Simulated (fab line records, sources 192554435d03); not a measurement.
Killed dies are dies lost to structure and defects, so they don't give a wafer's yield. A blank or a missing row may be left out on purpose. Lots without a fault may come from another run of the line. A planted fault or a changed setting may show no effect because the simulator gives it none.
A struck lot beside a sound one | flow n5_finfet | 42 steps out of a route of 1938
Sound: wafers L269.1, L269.2, L269.5. Struck: wafer L273.2. (L273.3, L273.6 of the same lot were not struck and are left out.) The cause comes at the end.
At each step with rows: each side's tool, then ch and its chambers, then its first start. Under that, the readings that differ: sound wafers | struck wafers | difference of the means | sigmas: that difference in standard deviations of wafers without a fault.
alike: readings whose means differ by less than 2 such deviations, and words and numbers that are the same on both sides. not compared: withheld readings, readings that some wafer has no value for, bounds like >300 that may hide the same value, and numbers for which the record gives no deviation and whose values overlap.
The two part at a step that has a row with sigmas, a row that says differs or no value, or rows on one side only. Numbers that don't overlap but have no deviation are shown without sigmas and don't part them. A reading that every wafer of one side lacks parts them only if that side has two wafers or more.

first, 9 steps without rows for these wafers: N5_BEOL_M4_ANNEAL_95 (time 240 s); N5_BEOL_M4_SPUTTER_96 (material Cu, target thk 4.5 nm, time 8.29 s); N5_BEOL_M4_ECD_50 (material Cu, target thk 300 nm); N5_BEOL_M4_ANNEAL_51 (time 90 s); N5_BEOL_M4_CMP_52 (polishes, stops on SiOC, t overpolish 6.8 s, target thk 40 nm); N5_BEOL_M4_PRE_CLEAN_60 (time 15 s); N5_BEOL_M4_CO_CAP_55 (material Co, precursor CCTBA/H2, target thk 2 nm, time 102.1 s); N5_BEOL_M4_PRE_CLEAN_56 (time 15 s); N5_BEOL_M4_DEP_57 (deposits SiCN from 3MS/NH3, target thk 8 nm, time 14 s).
N5_BEOL_M4_RC_MEAS_101:
  sound on prober-01 ch 0, day 10 17:03; struck on prober-02 ch 0, day 12 05:15
  reading        | sound          | struck | difference | sigmas
  DIBL_N (mV/V)  | 35.9 38.5 40.3 | 43.7   | +5.5       | +2
  DIBL_P (mV/V)  | 36 38 41       | 45     | +7         | +2
  IOFF_N (nA/um) | 0.17 0.24 0.25 | 0.33   | +0.11      | +3
  SS_N (mV/dec)  | 72.2 72.6 73.2 | 74.4   | +1.7       | +2
  alike: IOFF_P, ION_N, ION_P, SS_P, VT_N, VT_P
then, 24 steps without rows for these wafers: N5_BEOL_M5_ILD_DEP_00 (deposits SiCOH lowk from DEMS/porogen, target thk 140.64 nm, time 25.9 s); N5_BEOL_M5_CURE_79 (cures SiCOH lowk, time 240 s); N5_BEOL_M5_PECVD_70 (deposits SiO2 from TEOS/O2, target thk 16 nm, time 18 s); N5_BEOL_M5_HM_DEP_02 (deposits TiN, target thk 20 nm); N5_BEOL_M5_COAT_59 (time 60 s, resist thk 60 nm); N5_BEOL_M5_COAT_60 (time 60 s, resist thk 12 nm); N5_BEOL_M5_COAT_71 (time 60 s, resist thk 5 nm); N5_BEOL_M5_COAT_05 (resist thk 30 nm); N5_BEOL_M5_EBR_07; N5_BEOL_M5_SOFTBAKE_06 (time 60 s); N5_BEOL_M5_EXPOSE_08 (exposes mask M5, target cd 28 nm); N5_BEOL_M5_PEB_09 (peb time 60 s); N5_BEOL_M5_DEVELOP_10 (develop time 30 s); N5_BEOL_M5_DESCUM_16 (chemistry O2, time 7 s); N5_BEOL_M5_ETCH_72 (etches underlayer in N2/H2, target depth 6.5 nm, time 5.2 s); N5_BEOL_M5_ETCH_61 (etches SiARC in CF4, target depth 15.6 nm, time 26 s); N5_BEOL_M5_ETCH_62 (etches SOC in N2/H2, target depth 75 nm, overetch 15 nm, time 112.5 s); N5_BEOL_M5_STRIP_63 (strips in N2/H2); N5_BEOL_M5_STRIP_73 (strips in N2/H2); N5_BEOL_M5_STRIP_64 (strips in CF4); N5_BEOL_M5_HM_OPEN_17 (chemistry Cl2/BCl3, target TiN, target depth 20 nm, overetch 6 nm); N5_BEOL_M5_STRIP_19 (strips in O2); N5_BEOL_M5_COAT_65 (time 60 s, resist thk 60 nm); N5_BEOL_M5_COAT_66 (time 60 s, resist thk 12 nm).
N5_BEOL_M9_HM_DEP_02: deposits TiN, target thk 20 nm.
  sound on pvd_sputter-03, day 12 07:32; struck on pvd_sputter-03, day 13 18:59
  reading                                    | sound        | struck | difference | sigmas
  model.TiN_of_BEOL_M9_HM_DEP_02.thk_nm (nm) | 20.4 20.2 20 | 31.4   | +11.2      |
  alike: chamber_pressure_pa, throttle_valve_pct
N5_BEOL_M9_HM_OPEN_17: chemistry Cl2/BCl3, target TiN, target depth 20 nm, overetch 6 nm.
  sound on rie_metal-03 ch 0,1, day 12 08:45; struck on rie_metal-03 ch 0, day 13 19:43
  reading                  | sound            | struck | difference | sigmas
  model.etch.depth_nm (nm) | 20.34 20.2 20.03 | 26.09  | +5.90      |
  alike: drypump_motor_current_A, oes_product_au, throttle_valve_pct
  not compared: rf_hours_counter_h
N5_BEOL_M9_VIA_ETCH_34: etches SiCOH lowk in C4F6/O2, target depth 182.4 nm, time 68.4 s.
  sound on rie_diel-03 ch 0,3, day 12 11:33; struck on rie_diel-01 ch 0, day 13 20:36
  reading               | sound          | struck | difference | sigmas
  oes_product_au (a.u.) | 0.81 0.85 0.80 | 0.31   | -0.51      | -7
  alike: drypump_motor_current_A, rf_vpp_V, showerhead_plenum_p_Torr, throttle_valve_pct
  not compared: rf_hours_counter_h
N5_BEOL_M9_TRENCH_ETCH_37: etches SiCOH lowk in C4F6/O2, target depth 151.43 nm, time 49 s.
  sound on rie_diel-03 ch 0,3; struck on rie_diel-01 ch 0
  reading                                    | sound      | struck | difference | sigmas
  model.TiN_of_BEOL_M9_HM_DEP_02.thk_nm (nm) | 16 16 15.8 | 27.2   | +11.3      |
  alike: drypump_motor_current_A, oes_product_au, rf_vpp_V, showerhead_plenum_p_Torr, throttle_valve_pct
  not compared: rf_hours_counter_h
N5_BEOL_M9_OCD_MEAS_38:
  sound on ocd-02, day 12 11:50; struck on ocd-01, day 13 20:53
  reading              | sound       | struck | difference | sigmas
  trench_depth_nm (nm) | 154 152 153 | 1      | -152       | -40
N5_BEOL_M9_CD_MEAS_35: target cd 70 nm, target cd y 40 nm.
  sound on cd_sem-03, day 12 11:59; struck on cd_sem-02, day 13 21:02
  not compared: cd_nm
N5_BEOL_M9_THK_MEAS_53: measures by xrf.
  sound on film_metro-01, day 12 14:05; struck on film_metro-01, day 13 23:41
  not compared: M9_THK
-- the record jumps here: 2 days lie between the struck wafers' starts before and after (it left off in module BEOL_M9 and takes up again in module PASSIVATION, whose first step shown is number 1936 of the route) --
N5_PASSIVATION_PROBE_49:
  sound on prober-02, day 15 04:11; struck on prober-02, day 16 09:48
  reading                  | sound          | struck | difference | sigmas
  defect_limited_yield (%) | 92.8 92.5 92.7 | 0.3    | -92.4      | -66
  killed_at_M4_up          | 3 12 10        | 1102   | +1094      | +99 or more
  killed_dies              | 85 88 86       | 1177   | +1091      | +64
  killed_on_rim            | 12 11 11       | 150    | +139       | +36
  sort_bin_5_function (%)  | 3.9 4.0 4.7    | 97.5   | +93.3      | +98
  sort_n_pass              | 1095 1092 1094 | 3      | -1091      | -64
  sort_yield_pct (%)       | 92.8 92.5 92.7 | 0.3    | -92.4      | -62
  alike: killed_at_M0_to_M3, killed_at_contacts, killed_at_front_end, killed_at_other, killed_open, killed_short, sort_bin_4_leakage, sort_bin_6_memory

WHERE THEY PART
First at N5_BEOL_M4_RC_MEAS_101; last, within this record, at N5_PASSIVATION_PROBE_49.

WHY: what the simulator had put in
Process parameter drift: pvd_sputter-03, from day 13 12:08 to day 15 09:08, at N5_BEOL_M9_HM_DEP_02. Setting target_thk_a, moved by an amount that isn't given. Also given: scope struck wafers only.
